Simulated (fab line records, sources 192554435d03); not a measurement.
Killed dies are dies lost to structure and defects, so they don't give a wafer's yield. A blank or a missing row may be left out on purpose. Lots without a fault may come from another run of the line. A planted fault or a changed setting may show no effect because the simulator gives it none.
fab line records | flow n5_finfet
record lots=3 wafers=9 last_day=17
route steps=1938 shown HKMG_FIN@394 BEOL_M4@1111 PASSIVATION@1936
lots that met no fault: from a run of the same line without faults
start_h: hours from the record's first day to the start of the lot's first wafer shown | wait_h: hours since the lot's step before | " the same as in the row above | L1.1+2: a row that stands for several wafers | - no value, or no start given | * or withheld: withheld | < > ~ a bound
route shown NAME@n: a module of which the file shows steps, and the number in the route of the first | usual: mean/standard deviation of fault-free wafers | same: alike in all rows | chamber/n: place in a boat | sites: the reading at each site | _std_site: their standard deviation | _edge_site: outer sites' mean less inner sites' | radius_mm: how far each site lies from the wafer's centre | mask NAME#n: copy n | behind: the tool/chamber that last shaped the wafer | hold: why the lot was held/for how many hours/how that ended | device: the transistor (n, p or np) that didn't switch | end of line: the same wafers' tests at the end of the route | a step without rows: its recipe alone | killed: dies lost to structure and defects at the first sort, not the wafer's yield | map: a wafer's dies, x killed, . not, _ none there
set.NAME: the setting as run; set.NAME@STEP: as run at that earlier step | model.NAME: the simulator's own value behind a step, which no gauge read
lots at some steps of the route; a table a step, a row a wafer
services: from which hour (start_h, from the record's first day; less than 0 if before it) a tool's chamber was out of use, for how many hours, and why
## steps
# step N5_HKMG_FIN_SOFTBAKE_44
# recipe temp_c=110 time_s=60 resist=CAR-ArF
# step N5_HKMG_FIN_EXPOSE_46
# recipe mask_id=NDIPOLE na=1.35 source_shape=conventional sigma_outer=0.8 polarization=unpolarized dose_mj=40
# step N5_HKMG_FIN_PEB_47
# recipe peb_temp_c=withheld peb_time_s=60 resist=CAR-ArF
# step N5_HKMG_FIN_DEVELOP_48
# recipe develop_time_s=30 developer=TMAH resist=CAR-ArF rinse_liquid=diw dry=air_spin dev_temp_c=23
# step N5_HKMG_FIN_DESCUM_53
# recipe chemistry=O2 time_s=7.9 source_power_w=50 bias_power_w=20 pressure_mtorr=20 rf_frequency_hz=2.712e+07 temp_c=40 resist=CAR-ArF o2_flow_sccm=225
# step N5_HKMG_FIN_ETCH_54
# recipe chemistry=CF4 target=SiARC target_depth_a=455 mask_material=CAR-ArF time_s=75.8 ion_energy_ev=80 pressure_mtorr=40 source_w=545 bias_w=36 Ar_flow_sccm=100 cf4_flow_sccm=100 ends=cleared
# step N5_HKMG_FIN_ETCH_55
# recipe chemistry=N2/H2 target=SOC target_depth_a=2400 temp_c=40 time_s=300 ion_energy_ev=200 mask_material=SiARC pressure_mtorr=30 source_w=840 bias_w=150 n2_flow_sccm=200 h2_flow_sccm=200
# step N5_HKMG_FIN_STRIP_56
# recipe chemistry=N2/H2 temp_c=40 n2_flow_sccm=200 h2_flow_sccm=200 rf_frequency_hz=6e+07
# step N5_HKMG_FIN_STRIP_57
# recipe chemistry=CF4 resist=SiARC power_w=300 bias_power_w=75 pressure_mtorr=50 cf4_flow_sccm=150 rf_frequency_hz=6e+07
# step N5_HKMG_FIN_ETCH_58
# recipe chemistry=N2/H2 target=SOC target_depth_a=2158 ion_energy_ev=50 bias_w=13 time_s=741 pressure_mtorr=30 source_w=875 n2_flow_sccm=200 h2_flow_sccm=200
# usual drypump_motor_current_A=6.0/0.53 oes_product_au=0.78/0.071 rf_vpp_V=99.1/1 run_length_s=764.4/0.48 showerhead_plenum_p_Torr=2.55/0.08 throttle_valve_pct=17.78/0.22
# columns lot.wafer tool chamber start_h wait_h drypump_motor_current_A oes_product_au rf_hours_counter_h rf_vpp_V run_length_s showerhead_plenum_p_Torr throttle_valve_pct model.SOC_of_HKMG_FIN_COAT_41.thk_nm model.HKMG_FIN.feature_depth_nm model.etch.depth_nm
L303.1 rie_diel-04 0 82.81 0.0 6.6 0.72 188 97.9 764.6 2.42 17.58 86.6 213.4 213.4
L303.3 " 2 " " 5.7 0.70 211 100.6 764.2 2.63 17.56 86 214.4 214.4
L303.5 " 3 " " 5.6 0.75 - 98.0 764.2 2.64 17.47 84.2 215.4 215.4
L306.3 rie_diel-04 1 105.47 0.0 5.7 0.81 99 99.1 764.4 2.56 18.03 79 218.8 218.9
L306.4 " 3 " " 5.7 0.74 164 99.6 613.1 2.64 17.47 127.8 169.6 169.7
L306.5 " 2 " " 5.8 0.69 - 99.6 764.3 2.62 17.59 82.2 216.4 216.4
L324.1 rie_diel-01 0 215.30 0.0 5.5 0.87 62 99.6 764.5 2.58 18.04 85.8 214.2 214.3
L324.4 " 3 " " 5.2 0.71 229 98.8 765.1 2.40 17.77 86.6 213 213.1
L324.6 " 0 " " 5.5 0.87 - 98.8 764.6 2.58 18.04 86 213.6 213.7
# step N5_HKMG_FIN_STRIP_93
# recipe chemistry=N2/H2 material=SOC time_s=20 power_w=500 temp_c=40 pressure_mtorr=50 rf_frequency_hz=6e+07 bias_power_w=8 h2_frac=0.5 n2_flow_sccm=300 h2_flow_sccm=300
# usual drypump_motor_current_A=6.0/0.53 oes_product_au=0.77/0.07 power_w=500.2/1.6 rf_vpp_V=54.3/0.83 showerhead_plenum_p_Torr=3.37/0.1 throttle_valve_pct=19.0/0.4
# columns lot.wafer tool chamber start_h wait_h drypump_motor_current_A oes_product_au power_w rf_hours_counter_h rf_vpp_V showerhead_plenum_p_Torr throttle_valve_pct model.SOC_of_HKMG_FIN_COAT_41.thk_nm
L303.1 rie_diel-04 0 83.23 0.2 6.6 0.73 500.5 189 55.2 3.20 18.8 76.4
L303.3 " 2 " " 5.7 0.71 500.5 211 55.8 3.46 18.8 75.6
L303.5 " 3 " " 5.7 0.75 499.8 - 54.7 3.49 18.6 74
L306.3 rie_diel-04 1 105.90 0.2 5.7 0.81 501.9 100 54.4 3.38 19.4 68.6
L306.4 " 3 " " 5.7 0.75 499.0 164 53.3 3.48 18.6 117.6
L306.5 " 2 " " 5.7 0.69 499.9 - 53.2 3.46 18.8 72
L324.1 rie_diel-01 0 215.72 0.2 5.5 0.86 499.8 62 54.9 3.40 19.2 75.6
L324.4 " 3 " " 5.1 0.71 498.4 229 52.7 3.18 18.8 76.6
L324.6 " 0 " " 5.5 0.86 497.7 - 53.9 3.40 19.2 76
# step N5_HKMG_FIN_WET_ETCH_76
# recipe chemistry=dNH4OH mix=1:50 temp_c=25 target=Al2O3 stop_on=La2O3 target_depth_nm=2.25 dry=ipa_marangoni rinse_time_s=30 rinse_temp_c=23
# step N5_HKMG_FIN_STRIP_60
# recipe chemistry=N2/H2 power_w=2500 temp_c=300 h2_frac=0.65 time_s=360 pressure_mtorr=withheld n2_flow_sccm=1750 h2_flow_sccm=3250
# step N5_HKMG_FIN_WET_ETCH_77
# recipe chemistry=dHCl mix=1:10000 temp_c=25 target=La2O3 stop_on=HfO2 target_depth_nm=2
# step N5_HKMG_FIN_WET_ETCH_78
# recipe chemistry=dNH4OH mix=1:50 temp_c=25 target=Al2O3 stop_on=La2O3 target_depth_nm=4.5 dry=ipa_marangoni rinse_time_s=30 rinse_temp_c=23
# step N5_HKMG_FIN_ALD_79
# recipe material=TiN target_thk_a=15 temp_c=400 ald_precursor_family=TiCl4 ald_co_reactant=NH3 pulse_time_s=1 purge_time_s=3 co_reactant_purge_time_s=2 co_reactant_pulse_time_s=2 ald_cycles=68 pressure_torr=3
# step N5_HKMG_FIN_CVD_62
# recipe material=a-Si target_thk_a=30 temp_c=500 precursor=Si2H6 pressure_torr=1 time_s=20.8
# step N5_HKMG_FIN_RTA_80
# recipe temp_c=withheld time_s=2 ambient=N2 idle_temp_c=600 ramp_up_c_per_s=150 ramp_down_c_per_s=60 cool_to_c=600
# step N5_HKMG_FIN_PRECLEAN_64
# recipe chemistry=dHF time_s=30 temp_c=25 dilution=withheld
# step N5_HKMG_FIN_WET_ETCH_65
# recipe chemistry=TMAH temp_c=70 conc_wt_pct=5 target=a-Si stop_on=TiN time_s=49 target_depth_nm=3
# step N5_HKMG_FIN_WET_ETCH_81
# recipe chemistry=SC1 target=TiN stop_on=HfO2 mix=1:1:5 temp_c=60 time_s=57 target_depth_nm=6
# step N5_HKMG_FIN_WET_ETCH_82
# recipe chemistry=dHCl mix=1:10000 temp_c=25 target=La2O3 stop_on=HfO2 target_depth_nm=2 dry=ipa_marangoni rinse_time_s=30 rinse_temp_c=23
# step N5_HKMG_FIN_ALD_36
# recipe material=TiN target_thk_a=10 temp_c=400 ald_precursor_family=TiCl4 ald_co_reactant=NH3 pulse_time_s=1 purge_time_s=3 co_reactant_purge_time_s=2 co_reactant_pulse_time_s=2 ald_cycles=47 pressure_torr=3
# step N5_HKMG_FIN_PWFM_ALD_03
# recipe material=TiN target_thk_a=20 temp_c=400 ald_precursor_family=TiCl4 ald_co_reactant=NH3 pulse_time_s=1 purge_time_s=3 co_reactant_purge_time_s=2 co_reactant_pulse_time_s=2 ald_cycles=91 pressure_torr=3
# step N5_HKMG_FIN_COAT_29
# recipe resist=SOC temp_c=250 time_s=60 spin_rpm=1500 resist_thk_nm=300
# step N5_HKMG_FIN_COAT_30
# recipe resist=SiARC temp_c=220 time_s=60 spin_rpm=1500 resist_thk_nm=35
# step N5_HKMG_FIN_COAT_06
# recipe resist=CAR-ArF spin_rpm=1500 resist_thk_nm=90
# step N5_HKMG_FIN_EBR_08
# recipe solvent=PGMEA ebr_width_mm=1.5
# step N5_HKMG_FIN_SOFTBAKE_07
# recipe temp_c=110 time_s=60 resist=CAR-ArF
# step N5_HKMG_FIN_EXPOSE_09
# recipe mask_id=NWFM na=1.35 source_shape=conventional sigma_outer=0.8 polarization=unpolarized dose_mj=39.25
# step N5_HKMG_FIN_PEB_10
# recipe peb_temp_c=withheld peb_time_s=60 resist=CAR-ArF
# step N5_HKMG_FIN_DEVELOP_11
# recipe develop_time_s=30 developer=TMAH resist=CAR-ArF dev_temp_c=23 rinse_liquid=diw dry=air_spin
# step N5_HKMG_FIN_DESCUM_17
# recipe chemistry=O2 time_s=7.9 source_power_w=50 bias_power_w=20 pressure_mtorr=20 rf_frequency_hz=2.712e+07 temp_c=40 resist=CAR-ArF o2_flow_sccm=225
# step N5_HKMG_FIN_ETCH_31
# recipe chemistry=CF4 target=SiARC target_depth_a=455 mask_material=CAR-ArF time_s=75.8 ion_energy_ev=80 pressure_mtorr=40 source_w=545 bias_w=36 Ar_flow_sccm=100 cf4_flow_sccm=100 ends=cleared
# step N5_HKMG_FIN_ETCH_32
# recipe chemistry=N2/H2 target=SOC target_depth_a=2400 temp_c=40 time_s=300 ion_energy_ev=200 mask_material=SiARC pressure_mtorr=30 source_w=840 bias_w=150 n2_flow_sccm=200 h2_flow_sccm=200
# step N5_BEOL_M4_RC_MEAS_101
# usual DIBL_N=36.3/1.2 DIBL_P=36.1/1.6 IOFF_N=0.161/0.023 IOFF_N_85C=3.1/0.38 IOFF_N_LIN=0.075/0.0088 IOFF_N_LONG=5.62e-05/2.3e-06 IOFF_P=0.209/0.027 ION_N=676/8.9 ION_P=462/5.3 SS_N=71.5/0.51 SS_P=73.2/0.5 VT_N=249.1/2.5 VT_N_LONG=274.5/2 VT_P=-249.9/2.8
# columns lot.wafer tool chamber start_h wait_h DIBL_N[mV/V] DIBL_P[mV/V] IOFF_N[nA/um] IOFF_N_85C[nA/um] IOFF_N_LIN[nA/um] IOFF_N_LONG[nA/um] IOFF_P[nA/um] ION_N[uA/um] ION_P[uA/um] SS_N[mV/dec] SS_P[mV/dec] VT_N[mV] VT_N_LONG[mV] VT_P[mV]
L303.1 prober-01 0 179.90 0.0 35.8 34.1 0.147 2.9 0.069 5.61e-05 0.202 673 464 71.1 72.4 251.4 273.2 -247.8
L303.3 " 0 " " 36.9 34.8 0.161 3.1 0.073 5.62e-05 0.207 676 459 71.2 72.6 251.6 273.1 -249.9
L303.5 " 0 " " 38.2 37.4 0.191 3.6 0.084 5.59e-05 0.245 690 470 71.9 73.7 250.0 275.3 -247.3
L306.3 prober-02 0 196.89 0.3 39.4 39.3 0.240 4.4 0.101 5.99e-05 0.321 689 465 71.8 73.9 243.6 271.3 -242.6
L306.4 " 0 " " 35.7 34.6 2.150 27.6 0.993 0.0006864 0.226 688 468 70.9 72.7 174.7 197.9 -244.9
L306.5 " 0 " " 36.5 35.4 0.160 3.1 0.074 6.04e-05 0.238 673 471 70.8 72.8 246.7 271.2 -245.7
L324.1 prober-01 0 310.21 0.0 34.6 33.6 0.125 2.6 0.062 5.52e-05 0.169 669 460 71.2 73.0 252.8 272.8 -252.1
L324.4 " 0 " " 35.6 34.4 0.136 2.7 0.065 5.48e-05 0.179 672 460 71.8 73.0 252.2 276.5 -250.3
L324.6 " 0 " " 36.8 36.1 0.154 3.1 0.072 5.44e-05 0.201 677 459 71.5 73.3 249.4 273.6 -251.0
# step N5_PASSIVATION_PROBE_49
# usual defect_limited_yield=91.3/1.5 killed_at_M0_to_M3=35/10 killed_at_M4_up=13/5.3 killed_at_contacts=12/5.7 killed_at_front_end=39/11 killed_at_other=3.3/2.7 killed_dies=102/18 killed_on_rim=13/4 killed_open=67/13 killed_short=34/7.8 sort_bin_4_leakage=0/0 sort_bin_5_function=5.1/1 sort_bin_6_memory=3.3/0.68 sort_n_pass=1078/18 sort_yield_pct=91.3/1.5
# same gross_dies=1180 killed_at_back_side=0 sort_bin_8_speed[%]=0
# columns lot.wafer tool chamber start_h wait_h defect_limited_yield[%] killed_at_M0_to_M3 killed_at_M4_up killed_at_contacts killed_at_front_end killed_at_other killed_dies killed_on_rim killed_open killed_short sort_bin_4_leakage[%] sort_bin_5_function[%] sort_bin_6_memory[%] sort_n_pass sort_yield_pct[%]
L303.1 prober-01 - 279.54 0.4 89.7 49 11 16 45 1 122 21 79 41 0 7.0 3.2 1058 89.7
L303.3 prober-01 - 279.64 0.5 86.9 71 9 24 46 4 154 18 106 48 0 7.9 4.7 1026 86.9
L303.5 prober-01 - 279.74 0.6 90.5 54 8 14 33 3 112 18 71 38 0 5.9 3.1 1068 90.5
L306.3 prober-01 - 290.86 0.1 91.6 39 20 15 23 2 99 18 77 21 0 4.7 3.6 1081 91.6
L306.4 prober-01 - 290.91 0.2 93.6 21 15 7 25 8 76 10 46 28 93.56 3.9 2.4 0 0
L306.5 prober-01 - 290.96 0.2 91.9 26 17 19 24 10 96 10 59 37 0 4.3 3.6 1084 91.9
L324.1 prober-02 - 408.19 0.0 92.4 32 10 9 32 7 90 11 55 33 0 4.7 2.8 1090 92.4
L324.4 prober-02 - 408.34 0.2 90.7 42 14 14 35 5 110 13 76 32 0 5.9 3.3 1070 90.7
L324.6 prober-02 - 408.44 0.3 91.2 29 18 14 34 9 104 12 76 28 0 4.4 4.0 1076 91.2
# killed by level:class
L303.1 MOL_CONTACT_COAG:geometric_particle:open=13 FIN_SAQP:geometric_particle:short=11 STI_FIN_REVEAL:geometric_particle:open=10 BEOL_M1:geometric_particle:open=10 BEOL_M0_SAQP:geometric_particle:open=10 BEOL_M0_SAQP:geometric_particle:short=9 BEOL_M4:geometric_particle:open=7 BEOL_M1:geometric_particle:short=7
L303.3 MOL_CONTACT_COAG:geometric_particle:open=20 BEOL_M0_SAQP:geometric_particle:open=17 BEOL_M1:geometric_particle:open=17 STI_FIN_REVEAL:geometric_particle:open=16 BEOL_M0_SAQP:geometric_particle:short=12 FIN_SAQP:geometric_particle:short=7 BEOL_M2:geometric_particle:open=6 BEOL_M3:geometric_particle:open=6
L303.5 BEOL_M0_SAQP:geometric_particle:short=16 BEOL_M0_SAQP:geometric_particle:open=14 BEOL_M1:geometric_particle:open=13 MOL_CONTACT_COAG:geometric_particle:open=12 FIN_SAQP:geometric_particle:open=5 STI_FIN_REVEAL:geometric_particle:open=5 DUMMY_GATE:geometric_particle:open=4 FIN_SAQP:geometric_particle:short=3
L306.3 MOL_CONTACT_COAG:geometric_particle:open=13 BEOL_M2:geometric_particle:open=8 BEOL_M0_SAQP:geometric_particle:open=7 BEOL_M3:geometric_particle:open=7 BEOL_M4:geometric_particle:open=6 FIN_SAQP:geometric_particle:open=5 DUMMY_GATE:geometric_particle:open=5 BEOL_M5:geometric_particle:open=5
L306.4 BEOL_M4:geometric_particle:open=8 STI_FIN_REVEAL:geometric_particle:open=6 BEOL_M0:geometric_particle:short=5 MOL_CONTACT_COAG:geometric_particle:short=4 BEOL_M1:geometric_particle:open=4 STARTING-WAFER:geometric_particle:short=4 FIN_SAQP:geometric_particle:open=3 DUMMY_GATE:geometric_particle:open=3
L306.5 MOL_CONTACT_COAG:geometric_particle:open=11 MOL_CONTACT_COAG:geometric_particle:short=8 BEOL_M4:geometric_particle:open=6 BEOL_M0_SAQP:geometric_particle:open=5 DUMMY_GATE:geometric_particle:open=4 BEOL_M0_SAQP:geometric_particle:short=4 BEOL_M1:geometric_particle:open=4 BEOL_M2:geometric_particle:open=4
L324.1 MOL_CONTACT_COAG:geometric_particle:open=8 BEOL_M0_SAQP:geometric_particle:short=8 FIN_SAQP:geometric_particle:short=7 FIN_SAQP:geometric_particle:open=7 BEOL_M1:geometric_particle:open=5 BEOL_M0_SAQP:geometric_particle:open=5 STARTING-WAFER:geometric_particle:open=5 BEOL_M3:geometric_particle:open=4
L324.4 BEOL_M2:geometric_particle:open=10 BEOL_M3:geometric_particle:open=10 MOL_CONTACT_COAG:geometric_particle:open=9 BEOL_M0_SAQP:geometric_particle:short=8 BEOL_M4:geometric_particle:open=8 FIN_SAQP:geometric_particle:open=7 DUMMY_GATE:geometric_particle:open=5 GATE_CUT:geometric_particle:open=5
L324.6 MOL_CONTACT_COAG:geometric_particle:open=12 STI_FIN_REVEAL:geometric_particle:open=9 BEOL_M1:geometric_particle:open=9 BEOL_M4:geometric_particle:open=9 FIN_SAQP:geometric_particle:short=5 BEOL_M0_SAQP:geometric_particle:open=5 BEOL_M2:geometric_particle:open=5 PAD_METAL:geometric_particle:open=5
# map L306.3 (x killed, . not)
_________________.x........x.________________
______________.................._____________
___________................x.......__________
__________...............x....x...x._________
________..x....................x......_______
_______...........................x....______
______.......x.........................._____
_____.................x....x...x.x.......____
____..............x.......................___
___..x...........x......x......x.........x.__
___....xxx............x.x..................__
__..........x...x...................x......._
__x.x....................x.....x.........x.._
_...x..x.......xx..........x.......x.....x...
_..x.................x........x..............
_...............x.........................x..
_.........................x...x..............
_..............................x.......x.....
_.....x.................x............xx......
_............x....................x..x.x.....
_..x..x......x..xx....................x..x...
__...........x.............................._
__x...x..x.................................._
___x...................x..................x__
___...x....x..x...x........x.........xx..x.__
____.x....................................___
_____x...................................____
______....x............x........x......._____
_______................x..x.....x...x.x______
________.............................._______
__________..x............x.........._________
___________.............x.x.....xx.__________
______________............x....._____________
_________________..x.x..x....________________
# map L303.3 (x killed, . not)
_________________............________________
______________.....x...........x_____________
___________....x........x.........x__________
__________..........xx...x......x..._________
________...xxx...x..xx...xx..........._______
_______................................______
______x...........x..x...........xx....._____
_____.....x.....xx.................x.x...____
____....x....x..x.......x...x.............___
___....x...x...........x..x.x...x..x.......__
___....................x..x...............x__
__......x..........x.....x.................._
__..xxx......x.x...x..xx...................x_
_x.................x..x.x.x..................
_.............x....x.x........x..x.........x.
_........................x..........xx...x...
_............x....x...x..xx...xx..x....x.....
_...x...........x.x.x...........x............
_x...........x...xx..xx...x.............x....
_...................x.x....x.x.....x.........
_..x.xx.............xx..........x....xx..x...
__............x...........x....x............_
__x............x...x........................_
___.....x....................x............x__
___......x....x............................__
____.x......x.x........x.............x....___
_____....x.x........x......x...x.x......x____
______............x....x................_____
_______.x..........xxx..x..............______
________......x...xx..x..x........x..x_______
__________.x......x............x...x_________
___________...x.x......xx........x.__________
______________x....x..x........._____________
_________________............________________
## services
# columns tool chamber start_h hours kind
rie_diel-01 - 88.48 28.1 pm
rie_diel-04 - 101.30 0.5 repair
rie_diel-04 1 160.26 9.4 repair
rie_diel-04 2 175.20 - clean
rie_diel-04 2 175.20 - consumable_replace:focus_ring
rie_diel-04 2 175.20 17.6 scheduled_down
rie_diel-04 2 175.20 17.6 vent_cycle
rie_diel-01 - 182.64 29.3 repair
rie_diel-04 2 210.03 5.3 repair
## key
first_sign step=N5_HKMG_FIN_ETCH_58 reading=run_length_s direction=down sigmas=99+ usual=* struck=*
effect step=N5_BEOL_M4_RC_MEAS_101 reading=IOFF_N_LONG direction=up sigmas=99+ usual=5.62e-05 struck=0.0006864
effect step=N5_BEOL_M4_RC_MEAS_101 reading=IOFF_N_LIN direction=up sigmas=99+ usual=0.075 struck=0.993
effect step=N5_BEOL_M4_RC_MEAS_101 reading=IOFF_N direction=up sigmas=86 usual=0.161 struck=2.150
effect step=N5_BEOL_M4_RC_MEAS_101 reading=IOFF_N_85C direction=up sigmas=65 usual=3.1 struck=27.6
effect step=N5_BEOL_M4_RC_MEAS_101 reading=VT_N_LONG direction=down sigmas=39 usual=274.5 struck=197.9
effect step=N5_BEOL_M4_RC_MEAS_101 reading=VT_N direction=down sigmas=30 usual=249.1 struck=174.7
effect step=N5_PASSIVATION_PROBE_49 reading=sort_bin_4_leakage direction=up sigmas=99+ usual=0 struck=93.56
model_effect step=N5_HKMG_FIN_ETCH_58 value=SOC_of_HKMG_FIN_COAT_41.thk_nm without=84 struck=127.8
model_effect step=N5_HKMG_FIN_STRIP_93 value=SOC_of_HKMG_FIN_COAT_41.thk_nm without=73.8 struck=117.6
met_at N5_HKMG_FIN_ETCH_58
struck_wafers L306.4
onset_between 82.81 105.47
fault kind=process_parameter_drift tool=rie_diel-04 chamber=- onset_h=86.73 steps=N5_HKMG_FIN_ETCH_58 channel=time_s offset=* shape=step end_h=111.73 scope=struck_wafers_only acts_in=* stated=*
